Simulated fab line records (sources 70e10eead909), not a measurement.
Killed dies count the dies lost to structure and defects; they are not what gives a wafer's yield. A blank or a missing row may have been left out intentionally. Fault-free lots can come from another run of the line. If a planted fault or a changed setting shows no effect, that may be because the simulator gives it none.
Matching of chambers :: flow nand_harc :: cmp-02 running NHARC_P_M1_CMP_23: 4 sister chambers
The step polishes, t overpolish 20 s, target thk 157.82 nm. 4 wafers are shown with their chamber, then 7 later ones without.

== WAFERS PAIRED WITH THEIR CHAMBERS ==
wafer: L085.2
chamber: 2
motor_current_A (A): 12.4

wafer: L085.3
chamber: 1
motor_current_A (A): 13.4

wafer: L085.4
chamber: 3
motor_current_A (A): 10.9

wafer: L085.5
chamber: 0
motor_current_A (A): 13.3

== WAFERS WITH NO CHAMBER GIVEN ==
wafer: L085.6
motor_current_A (A): 12.7

wafer: L096.1
motor_current_A (A): 11.2

wafer: L096.3
motor_current_A (A): 12.5

wafer: L096.6
motor_current_A (A): 12.7

wafer: L096.2
motor_current_A (A): 13.2

wafer: L096.4
motor_current_A (A): 12.7

wafer: L096.5
motor_current_A (A): 11.9

== EACH ONE'S CHAMBER ==
wafer: L085.6
from the rows above: can't be placed: 2 or 0 or 1
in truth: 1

wafer: L096.1
from the rows above: 3
in truth: 3

wafer: L096.3
from the rows above: 2
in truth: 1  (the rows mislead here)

wafer: L096.6
from the rows above: can't be placed: 2 or 0 or 1
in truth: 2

wafer: L096.2
from the rows above: can't be placed: 0 or 1
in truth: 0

wafer: L096.4
from the rows above: can't be placed: 2 or 0 or 1
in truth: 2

wafer: L096.5
from the rows above: can't be placed: 2 or 3
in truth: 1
Correctly placed: 1 of 7. Unplaceable from these rows: 5, with the true chamber sitting among the candidates in 4. Number placed wrongly: 1.
How it was worked out, from the rows above alone: a wafer's distance from a chamber is the root of the sum, over the readings, of the square of ((its reading less the chamber's mean) divided by the reading's scatter). The wafer belongs to the nearest chamber; if the next one is less than 2 further off, it can't be placed. A chamber's mean is the mean of its shown wafers. The scatter: with one shown wafer a chamber, the root of the mean of the squares of how far each hidden wafer lies from its nearest shown one.
